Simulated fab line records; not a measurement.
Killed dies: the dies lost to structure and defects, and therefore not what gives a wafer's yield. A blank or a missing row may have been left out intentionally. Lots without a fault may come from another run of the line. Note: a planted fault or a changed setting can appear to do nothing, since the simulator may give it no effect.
fab line records	flow n5_finfet
record: lots: 5	wafers: 15	last_day: 18
route steps=1938 shown BEOL_M4@1050 PASSIVATION@1936
lots that met no fault: from a run of the same line without faults
start_h: hours from the record's first day to the start of the lot's first wafer shown	wait_h: time in hours since the lot's previous step	" same as the row above	L1.1+2: a row that stands for several wafers	- value missing, or start not given	* or withheld: withheld	< > ~ a bound
route shown NAME@n: NAME is a module with steps in the file, n the number in the route of the first one	usual: mean/standard deviation of fault-free wafers	same: alike in all rows	chamber/n: place in a boat	sites: per-site readings	_std_site: standard deviation of those values	_edge_site: the outer-site mean with the inner-site mean subtracted	radius_mm: for every site, how far away it sits from the centre of the wafer	mask NAME#n: copy n	behind: the most recent tool/chamber to have shaped the wafer	hold: why the lot was held/for how many hours/how that ended	device: transistor that didn't switch, given as n, p or np	end of line: the tests these same wafers got at the end of their route	for a step that has no rows: nothing shown but its recipe	killed: count of dies lost to structure and defects at first sort (not the wafer's yield)	map: per-die view of a wafer (x killed, . not killed, _ where there is no die)
set.NAME: the setting as run; set.NAME@STEP: as run at that earlier step	model.NAME: the simulator's own value behind a step, which no gauge read
lots seen at some steps along the route; tables by step, rows by wafer
services: the hour from which a tool's chamber was out of use, counted from the record's first day as start_h (under 0 if before that day), plus the number of hours and why
== steps ==
step: N5_BEOL_M4_COAT_22
recipe: resist: CAR-EUV	spin_rpm: 1500	resist_thk_nm: 30
step: N5_BEOL_M4_EBR_24
recipe: solvent: PGMEA	ebr_width_mm: 1.5
step: N5_BEOL_M4_SOFTBAKE_23
recipe: temp_c: 110	time_s: 60	resist: CAR-EUV
step: N5_BEOL_M4_EXPOSE_25
recipe: mask_id: V3	na: 0.33	source_shape: quasar	sigma_inner: 0.2	sigma_outer: 0.8	polarization: unpolarized	defocus_nm: 5	dose_mj: 63
step: N5_BEOL_M4_PEB_26
recipe: peb_temp_c: 100	peb_time_s: 60	resist: CAR-EUV
step: N5_BEOL_M4_DEVELOP_27
recipe: develop_time_s: 30	developer: TMAH	resist: CAR-EUV	rinse_liquid: surfactant_rinse	dry: air_spin	dev_temp_c: 23
step: N5_BEOL_M4_CD_MEAS_28
recipe: target_cd_nm: 26.2	landing_energy_ev: 500	detector: se_inlens	target_cd_y_nm: 24.1	polarity: opening
usual: cd_nm: 26.20/0.25
lot.wafer	tool	chamber	start_h	wait_h	cd_nm
L730.1	cd_sem-03	0	191.41	-	26.17
L730.2	"	0	"	"	26.60
L730.5	"	0	"	"	26.06
L736.2	cd_sem-02	0	202.64	-	26.06
L736.4	"	0	"	"	26.22
L736.5	"	0	"	"	26.13
L741.1	cd_sem-03	0	244.20	-	26.28
L741.4	"	0	"	"	26.37
L741.5	"	0	"	"	26.40
L748.1	cd_sem-01	0	290.68	-	26.18
L748.4	"	0	"	"	26.05
L748.5	"	0	"	"	26.09
L750.1	cd_sem-03	0	300.93	-	26.38
L750.2	"	0	"	"	25.98
L750.3	"	0	"	"	26.04
step: N5_BEOL_M4_OVL_MEAS_29
recipe: points_per_wafer: 522
usual: V3_OVL: 0.1/0.71
lot.wafer	tool	chamber	start_h	wait_h	V3_OVL[nm]
L730.1	overlay-02	0	191.44	0.0	-0.2
L730.2	"	0	"	"	-1.0
L730.5	"	0	"	"	-1.0
L736.2	overlay-01	0	202.67	0.0	0.1
L736.4	"	0	"	"	1.0
L736.5	"	0	"	"	-0.1
L741.1	overlay-02	0	244.23	0.0	0.4
L741.4	"	0	"	"	-0.1
L741.5	"	0	"	"	-0.5
L748.1	overlay-02	0	290.71	0.0	-0.2
L748.4	"	0	"	"	0.1
L748.5	"	0	"	"	-0.6
L750.1	overlay-01	0	300.96	0.0	1.4
L750.2	"	0	"	"	2.1
L750.3	"	0	"	"	0.7
step: N5_BEOL_M4_INSPECT_30
recipe: mode: adi	inspect_instrument: brightfield
usual: raw_defect_count: 448/83
lot.wafer	tool	chamber	start_h	wait_h	raw_defect_count
L730.1	defect_inspect-01	-	191.50	0.1	520
L730.2	"	-	"	"	492
L730.5	"	-	"	"	577
L736.2	defect_inspect-01	-	202.73	0.0	490
L736.4	"	-	"	"	473
L736.5	"	-	"	"	474
L741.1	defect_inspect-02	-	244.29	0.1	355
L741.4	"	-	"	"	310
L741.5	"	-	"	"	353
L748.1	defect_inspect-01	-	290.77	0.1	498
L748.4	"	-	"	"	431
L748.5	"	-	"	"	380
L750.1	defect_inspect-02	-	301.03	0.1	573
L750.2	"	-	"	"	386
L750.3	"	-	"	"	419
step: N5_BEOL_M4_DESCUM_33
recipe: chemistry: O2	time_s: 7	source_power_w: 50	bias_power_w: 20	pressure_mtorr: 20	rf_frequency_hz: 2.712e+07	temp_c: 40	resist: CAR-EUV	o2_flow_sccm: 225
usual: drypump_motor_current_A: 5.7/0.44	o2_flow_sccm: 225.0/0.75	oes_product_au: 0.83/0.09	rf_vpp_V: 242.7/1.2	showerhead_plenum_p_Torr: 2.07/0.063	throttle_valve_pct: 20.43/0.26
same: time_s: 7
lot.wafer	tool	chamber	start_h	wait_h	drypump_motor_current_A	o2_flow_sccm	oes_product_au	rf_hours_counter_h	rf_vpp_V	showerhead_plenum_p_Torr	throttle_valve_pct
L730.1	rie_diel-06	1	191.53	0.0	5.8	225.5	0.69	223	242.6	2.06	20.56
L730.2	"	3	"	"	6.0	224.2	0.66	235	243.5	2.09	20.96
L730.5	"	3	"	"	6.0	224.7	0.66	-	242.8	2.09	20.95
L736.2	rie_diel-01	1	202.92	0.2	6.3	226.0	0.94	7	243.3	2.06	20.32
L736.4	"	2	"	"	5.8	225.0	0.88	37	243.1	2.07	20.65
L736.5	"	2	"	"	5.7	224.7	0.89	-	243.0	2.07	20.65
L741.1	rie_diel-01	3	244.82	0.5	6.1	225.4	0.81	99	242.1	2.03	20.08
L741.4	"	3	"	"	6.1	225.8	0.80	-	242.2	2.03	20.08
L741.5	"	1	"	"	6.4	225.1	0.91	-	241.8	2.06	20.34
L748.1	rie_diel-03	3	290.80	0.0	5.8	224.8	0.76	134	243.0	2.12	20.71
L748.4	"	1	"	"	5.9	226.6	0.86	52	244.0	2.15	20.12
L748.5	"	1	"	"	5.9	225.5	0.87	-	243.7	2.15	20.14
L750.1	rie_diel-01	2	301.06	0.0	5.8	223.7	0.83	71	242.5	2.06	20.69
L750.2	"	1	"	"	6.3	225.1	0.87	41	244.0	2.05	20.38
L750.3	"	0	"	"	4.8	225.6	0.90	14	242.5	2.05	20.54
step: N5_BEOL_M4_ETCH_77
recipe: chemistry: N2/H2	target: underlayer	target_depth_a: 65	mask_material: CAR-EUV	time_s: 5.2	ion_energy_ev: 200	pressure_mtorr: 30	source_w: 840	bias_w: 150	n2_flow_sccm: 200	h2_flow_sccm: 200	ends: cleared
usual: drypump_motor_current_A: 5.8/0.44	etch_rf_on_time_s: 5.21/0.14	oes_product_au: 0.70/0.075	rf_vpp_V: 523.1/2.5	showerhead_plenum_p_Torr: 2.50/0.073	throttle_valve_pct: 17.75/0.27
lot.wafer	tool	chamber	start_h	wait_h	drypump_motor_current_A	etch_rf_on_time_s	oes_product_au	rf_hours_counter_h	rf_vpp_V	showerhead_plenum_p_Torr	throttle_valve_pct
L730.1	rie_diel-06	1	191.57	0.0	5.7	5.00	0.58	223	523.4	2.49	17.97
L730.2	"	3	"	"	6.0	5.34	0.57	235	524.2	2.50	18.18
L730.5	"	3	"	"	6.0	5.34	0.57	-	519.3	2.50	18.21
L736.2	rie_diel-01	1	202.96	0.0	6.3	5.25	0.79	7	523.8	2.47	17.48
L736.4	"	2	"	"	5.8	5.45	0.73	37	520.7	2.47	17.72
L736.5	"	2	"	"	5.8	5.45	0.72	-	521.8	2.47	17.73
L741.1	rie_diel-01	3	244.86	0.0	6.1	5.25	0.68	99	522.0	2.46	17.47
L741.4	"	3	"	"	6.1	5.29	0.67	-	521.4	2.46	17.48
L741.5	"	1	"	"	6.4	5.32	0.76	-	520.4	2.47	17.48
L748.1	rie_diel-03	3	290.84	0.0	5.8	5.34	0.62	134	523.2	2.56	18.13
L748.4	"	1	"	"	5.8	5.15	0.74	52	524.8	2.58	17.36
L748.5	"	1	"	"	5.8	5.12	0.74	-	524.1	2.58	17.36
L750.1	rie_diel-01	2	301.10	0.0	5.7	5.44	0.69	71	523.4	2.45	17.80
L750.2	"	1	"	"	6.3	5.23	0.73	41	521.3	2.46	17.52
L750.3	"	0	"	"	4.9	5.02	0.78	14	520.3	2.49	17.92
step: N5_BEOL_M4_ETCH_69
recipe: chemistry: CF4	target: SiARC	target_depth_a: 156	mask_material: CAR-EUV	time_s: 26	ion_energy_ev: 80	pressure_mtorr: 40	source_w: 545	bias_w: 36	Ar_flow_sccm: 100	cf4_flow_sccm: 100	ends: cleared
usual: cf4_flow_sccm: 100.0/0.32	drypump_motor_current_A: 5.7/0.44	etch_rf_on_time_s: 26.0/0.7	oes_product_au: 0.70/0.074	rf_vpp_V: 183.7/1.1	showerhead_plenum_p_Torr: 2.11/0.055	throttle_valve_pct: 15.53/0.25
lot.wafer	tool	chamber	start_h	wait_h	cf4_flow_sccm	drypump_motor_current_A	etch_rf_on_time_s	oes_product_au	rf_hours_counter_h	rf_vpp_V	showerhead_plenum_p_Torr	throttle_valve_pct
L730.1	rie_diel-06	1	191.59	0.0	100.1	5.8	25.3	0.59	223	182.8	2.12	15.87
L730.2	"	3	"	"	99.7	6.0	26.9	0.57	235	184.1	2.11	15.98
L730.5	"	3	"	"	99.3	6.0	27.1	0.56	-	182.7	2.11	15.99
L736.2	rie_diel-01	1	202.97	0.0	100.0	6.3	26.0	0.80	7	182.4	2.09	15.33
L736.4	"	2	"	"	99.9	5.8	27.2	0.73	37	181.7	2.10	15.56
L736.5	"	2	"	"	99.7	5.8	27.3	0.73	-	183.8	2.10	15.57
L741.1	rie_diel-01	3	244.88	0.0	100.2	6.1	25.8	0.69	99	184.7	2.07	15.19
L741.4	"	3	"	"	100.7	6.1	25.8	0.69	-	184.2	2.07	15.19
L741.5	"	1	"	"	100.0	6.3	26.1	0.77	-	182.9	2.09	15.34
L748.1	rie_diel-03	3	290.85	0.0	100.3	5.8	26.1	0.64	134	182.9	2.14	15.75
L748.4	"	1	"	"	99.8	5.9	25.5	0.74	52	184.5	2.17	15.17
L748.5	"	1	"	"	99.7	5.8	25.6	0.75	-	183.6	2.17	15.19
L750.1	rie_diel-01	2	301.12	0.0	100.5	5.8	27.0	0.69	71	184.8	2.08	15.65
L750.2	"	1	"	"	100.2	6.3	26.0	0.74	41	184.1	2.08	15.38
L750.3	"	0	"	"	100.0	4.8	25.0	0.79	14	183.3	2.12	15.71
step: N5_BEOL_M4_ALD_98
recipe: material: SiO2	target_thk_a: 25	temp_c: 100	ald_precursor_family: BDEAS	ald_co_reactant: O2-plasma	pulse_time_s: 1	co_reactant_pulse_time_s: 1	purge_time_s: 2	co_reactant_purge_time_s: 2	ald_cycles: 17	pressure_torr: 2
usual: chamber_pressure_Torr: 1.999/0.0047	heater_power_outer_w: 40/4.2	heater_power_w: 78/7	precursor_pulse_height_rel: 1.000/0.019	susceptor_temp_C: 100.01/0.14
lot.wafer	tool	chamber	start_h	wait_h	chamber_pressure_Torr	heater_power_outer_w	heater_power_w	precursor_pulse_height_rel	susceptor_temp_C
L730.1	ald_sin-01	2	192.79	1.2	2.007	38	76	1.020	100.12
L730.2	"	1	"	"	1.994	41	80	0.984	100.08
L730.5	"	3	"	"	2.000	48	93	1.028	99.96
L736.2	ald_sin-02	0	203.06	0.1	1.993	37	71	0.992	99.92
L736.4	"	1	"	"	2.000	39	83	0.970	100.20
L736.5	"	2	"	"	2.004	47	79	1.009	99.87
L741.1	ald_sin-01	1	246.23	1.3	1.999	40	81	0.996	99.82
L741.4	"	3	"	"	1.999	48	92	0.996	99.86
L741.5	"	2	"	"	1.994	38	77	1.015	100.17
L748.1	ald_sin-02	3	290.94	0.1	2.007	40	74	1.002	100.07
L748.4	"	1	"	"	2.002	40	83	1.000	100.17
L748.5	"	2	"	"	1.995	40	68	0.990	91.51
L750.1	ald_sin-04	0	301.66	0.5	2.002	32	63	1.014	99.93
L750.2	"	2	"	"	1.991	38	78	1.028	100.10
L750.3	"	1	"	"	2.004	36	67	1.011	100.24
step: N5_BEOL_M4_ETCHBACK_99
recipe: chemistry: CHF3	target: SiO2	target_depth_a: 50	time_s: 10.4	source_w: 215	bias_w: 47	Ar_flow_sccm: 200	CHF3_flow_sccm: 12	ion_energy_ev: 100	pressure_mtorr: 30
usual: drypump_motor_current_A: 5.7/0.46	oes_f_703_au: 0.82/0.081	oes_product_au: 0.82/0.084	rf_vpp_V: 240/4.8	showerhead_plenum_p_Torr: 2.12/0.048	throttle_valve_pct: 17.01/0.26
same: time_s: 10.4
lot.wafer	tool	chamber	start_h	wait_h	drypump_motor_current_A	oes_f_703_au	oes_product_au	rf_hours_counter_h	rf_vpp_V	showerhead_plenum_p_Torr	throttle_valve_pct
L730.1	rie_diel-01	3	198.37	5.5	6.1	0.83	0.82	84	237	2.09	16.68
L730.2	"	2	"	"	5.8	0.85	0.87	36	242	2.10	17.05
L730.5	"	0	"	"	4.9	0.71	0.68	-	242	2.14	17.56
L736.2	rie_diel-01	0	211.37	8.3	4.9	0.71	0.67	243	243	2.14	17.59
L736.4	"	1	"	"	6.3	0.95	0.95	8	233	2.11	16.84
L736.5	"	2	"	"	5.8	0.84	0.86	-	241	2.10	17.06
L741.1	rie_diel-01	2	247.24	1.0	5.8	0.82	0.85	52	240	2.10	17.10
L741.4	"	2	"	"	5.8	0.82	0.84	-	241	2.10	17.08
L741.5	"	3	"	"	6.1	0.82	0.80	-	236	2.08	16.70
L748.1	rie_diel-01	3	295.18	4.2	6.1	0.80	0.80	116	238	2.08	16.75
L748.4	"	1	"	"	6.3	0.89	0.87	39	235	2.10	16.89
L748.5	"	1	"	"	6.3	0.88	0.87	-	234	2.10	16.91
L750.1	rie_diel-01	2	303.77	2.1	5.8	0.80	0.82	72	240	2.09	17.12
L750.2	"	0	"	"	4.8	0.93	0.92	15	242	2.13	17.22
L750.3	"	1	"	"	6.3	0.88	0.85	42	233	2.10	16.91
step: N5_BEOL_M4_RC_MEAS_101
usual: DIBL_N: 35.6/1.7	DIBL_P: 35.0/2	IOFF_N: 0.148/0.027	IOFF_P: 0.19/0.032	ION_N: 671/14	ION_P: 460/9.1	SS_N: 71.3/0.62	SS_P: 73.0/0.64	VT_N: 251/3.2	VT_P: -251.5/2.9
lot.wafer	tool	chamber	start_h	wait_h	DIBL_N[mV/V]	DIBL_P[mV/V]	IOFF_N[nA/um]	IOFF_P[nA/um]	ION_N[uA/um]	ION_P[uA/um]	SS_N[mV/dec]	SS_P[mV/dec]	VT_N[mV]	VT_P[mV]
L730.1	prober-02	0	204.27	0.0	35.8	35.0	0.165	0.22	690	474	71.6	73.4	245	-248.2
L730.2	"	0	"	"	34.8	33.4	0.146	0.19	685	472	70.4	72.8	246	-250.7
L730.5	"	0	"	"	34.9	33.5	0.144	0.19	677	458	71.1	72.5	250	-248.8
L736.2	prober-02	0	215.76	0.2	35.3	34.3	0.155	0.19	677	456	71.8	73.3	249	-252.8
L736.4	"	0	"	"	33.4	31.3	0.121	0.15	666	453	70.4	71.9	253	-255.4
L736.5	"	0	"	"	34.8	33.3	0.147	0.18	687	465	70.6	72.7	249	-249.8
L741.1	prober-02	0	252.98	0.0	36.7	37.1	0.193	0.23	668	456	72.4	73.8	244	-249.7
L741.4	"	0	"	"	35.1	35.5	0.163	0.20	681	469	71.4	73.2	248	-249.9
L741.5	"	0	"	"	32.4	32.3	0.122	0.17	662	453	71.3	72.7	253	-251.0
L748.1	prober-01	0	299.94	0.0	35.0	33.2	0.122	0.17	667	458	71.4	72.3	253	-251.9
L748.4	"	0	"	"	34.7	32.3	0.114	0.15	657	457	70.9	72.1	254	-255.0
L748.5	"	0	"	"	36.6	34.5	0.151	0.19	656	459	71.8	73.2	253	-250.2
L750.1	prober-02	0	308.39	0.0	34.3	32.2	0.131	0.17	661	456	71.4	72.9	250	-251.8
L750.2	"	0	"	"	38.1	37.4	0.208	0.26	696	476	72.1	73.8	245	-246.6
L750.3	"	0	"	"	35.2	33.9	0.154	0.19	671	462	71.3	73.0	247	-250.4
step: N5_PASSIVATION_PROBE_49
usual: defect_limited_yield: 91.2/1.6	killed_at_M0_to_M3: 35/11	killed_at_M4_up: 14/5.4	killed_at_contacts: 13/6	killed_at_front_end: 38/11	killed_at_other: 3.4/2.6	killed_dies: 104/19	killed_open: 68/13	killed_short: 34/8.5	sort_bin_5_function: 5.1/1	sort_bin_6_memory: 3.3/0.72	sort_n_pass: 1075/22	sort_yield_pct: 91.1/1.9
same: gross_dies: 1180	killed_at_back_side: 0	sort_bin_4_leakage[%]: 0	sort_bin_8_speed[%]: 0
lot.wafer	tool	chamber	start_h	wait_h	defect_limited_yield[%]	killed_at_M0_to_M3	killed_at_M4_up	killed_at_contacts	killed_at_front_end	killed_at_other	killed_dies	killed_open	killed_short	sort_bin_5_function[%]	sort_bin_6_memory[%]	sort_n_pass	sort_yield_pct[%]
L730.1	prober-02	-	320.27	0.2	92.9	41	12	2	26	3	84	52	32	3.6	3.2	1096	92.9
L730.2	prober-02	-	320.32	0.2	91.8	41	13	14	27	2	97	62	29	4.2	3.1	1083	91.8
L730.5	prober-02	-	320.47	0.4	94.2	39	12	3	14	1	69	46	23	4.0	1.7	1111	94.2
L741.5	prober-01	-	370.19	0.2	92.3	21	13	7	36	14	91	57	32	4.2	3.0	1089	92.3
L748.1	prober-01	-	414.89	0.0	88.4	28	31	12	60	6	137	84	38	6.8	3.4	1043	88.4
L748.4	prober-01	-	415.04	0.2	88.0	46	32	6	56	2	142	96	46	6.3	5.4	1038	88.0
L748.5	prober-01	-	415.09	0.2	85.9	57	24	9	68	8	166	92	68	8.5	4.7	1014	85.9
killed by level:class
L730.1 BEOL_M3:geometric_particle:open=13 BEOL_M0_SAQP:geometric_particle:open=8 BEOL_M0_SAQP:geometric_particle:short=7 BEOL_M1:geometric_particle:open=7 STARTING-WAFER:geometric_particle:short=7 FIN_SAQP:geometric_particle:short=4 BEOL_M4:geometric_particle:open=4 GATE_CUT:geometric_particle:short=3
L730.2 MOL_CONTACT_COAG:geometric_particle:open=12 BEOL_M0_SAQP:geometric_particle:short=12 BEOL_M1:geometric_particle:open=11 BEOL_M0_SAQP:geometric_particle:open=6 BEOL_M4:geometric_particle:open=6 HKMG_FIN:area_etch=6 BEOL_M3:geometric_particle:open=5 STARTING-WAFER:geometric_particle:short=5
L730.5 BEOL_M1:geometric_particle:open=8 BEOL_M0_SAQP:geometric_particle:open=6 BEOL_M0_SAQP:geometric_particle:short=6 BEOL_M3:geometric_particle:open=6 BEOL_M4:geometric_particle:open=6 BEOL_M0:geometric_particle:short=4 BEOL_M1:geometric_particle:short=4 FIN_SAQP:geometric_particle:open=3
L741.5 STI_FIN_REVEAL:geometric_particle:open=8 BEOL_M0_SAQP:geometric_particle:open=7 FIN_SAQP:geometric_particle:short=6 MOL_CONTACT_COAG:geometric_particle:open=6 BEOL_M0_SAQP:geometric_particle:short=5 FIN_SAQP:geometric_particle:open=4 MIM_TOP_ETCH:geometric_particle:short=4 PASS1_CAP:geometric_particle:open=4
L748.1 BEOL_M4:geometric_particle:open=16 HKMG_FIN:area_etch=15 STI_FIN_REVEAL:geometric_particle:open=10 BEOL_M1:geometric_particle:open=9 FIN_SAQP:geometric_particle:open=8 MOL_CONTACT_COAG:geometric_particle:open=8 BEOL_M0_SAQP:geometric_particle:short=6 BEOL_M0_SAQP:geometric_particle:open=6
L748.4 BEOL_M4:geometric_particle:open=17 BEOL_M0_SAQP:geometric_particle:short=17 FIN_SAQP:geometric_particle:open=14 FIN_SAQP:geometric_particle:short=14 STI_FIN_REVEAL:geometric_particle:open=9 BEOL_M0_SAQP:geometric_particle:open=9 BEOL_M2:geometric_particle:open=8 STARTING-WAFER:geometric_particle:open=5
L748.5 BEOL_M0_SAQP:geometric_particle:short=23 FIN_SAQP:geometric_particle:open=16 FIN_SAQP:geometric_particle:short=14 BEOL_M0_SAQP:geometric_particle:open=13 BEOL_M4:geometric_particle:open=11 STI_FIN_REVEAL:geometric_particle:open=10 BEOL_M0:geometric_particle:open=9 MOL_CONTACT_COAG:geometric_particle:open=7
== services ==
tool	chamber	start_h	hours	kind
ald_sin-04	-	176.75	14.0	pm
ald_sin-04	0	176.75	14.0	vent_cycle
ald_sin-04	1	176.75	14.0	vent_cycle
ald_sin-04	2	176.75	14.0	vent_cycle
rie_diel-03	2	201.74	28.7	repair
rie_diel-06	1	214.36	13.2	repair
rie_diel-03	-	219.88	28.1	pm
ald_sin-02	3	223.43	9.2	repair
rie_diel-01	0	238.87	-	clean
rie_diel-01	0	238.87	-	consumable_replace:focus_ring
rie_diel-01	0	238.87	17.9	scheduled_down
rie_diel-01	0	238.87	17.9	vent_cycle
rie_diel-06	3	242.28	-	clean
rie_diel-06	3	242.28	-	consumable_replace:focus_ring
rie_diel-06	3	242.28	19.6	scheduled_down
rie_diel-06	3	242.28	19.6	vent_cycle
ald_sin-04	-	247.26	2.8	pm
ald_sin-04	1	256.51	4.2	repair
ald_sin-01	0	261.75	12.5	repair
ald_sin-02	-	261.90	1.5	repair
rie_diel-06	1	282.21	-	clean
rie_diel-06	1	282.21	-	consumable_replace:focus_ring
rie_diel-06	1	282.21	13.8	scheduled_down
rie_diel-06	1	282.21	13.8	vent_cycle
== key ==
first_sign: step: N5_BEOL_M4_ALD_98	reading: susceptor_temp_C	direction: down	sigmas: 61	usual: *	struck: *
effect none on later readings
met_at N5_BEOL_M4_ALD_98
struck_wafers L748.5
baseline_loss: step: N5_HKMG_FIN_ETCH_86	wafers: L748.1
onset_between 203.06 290.94
fault: kind: process_parameter_drift	tool: ald_sin-02	chamber: 2	onset_h: 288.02	steps: N5_BEOL_M4_ALD_98	channel: temp_c	offset: *	shape: step	end_h: 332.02	acts_in: *	stated: *
baseline_loss: these wafers lose ten dies or more at that step, a loss of the line's own and not of a fault; the sort's usual values leave them out
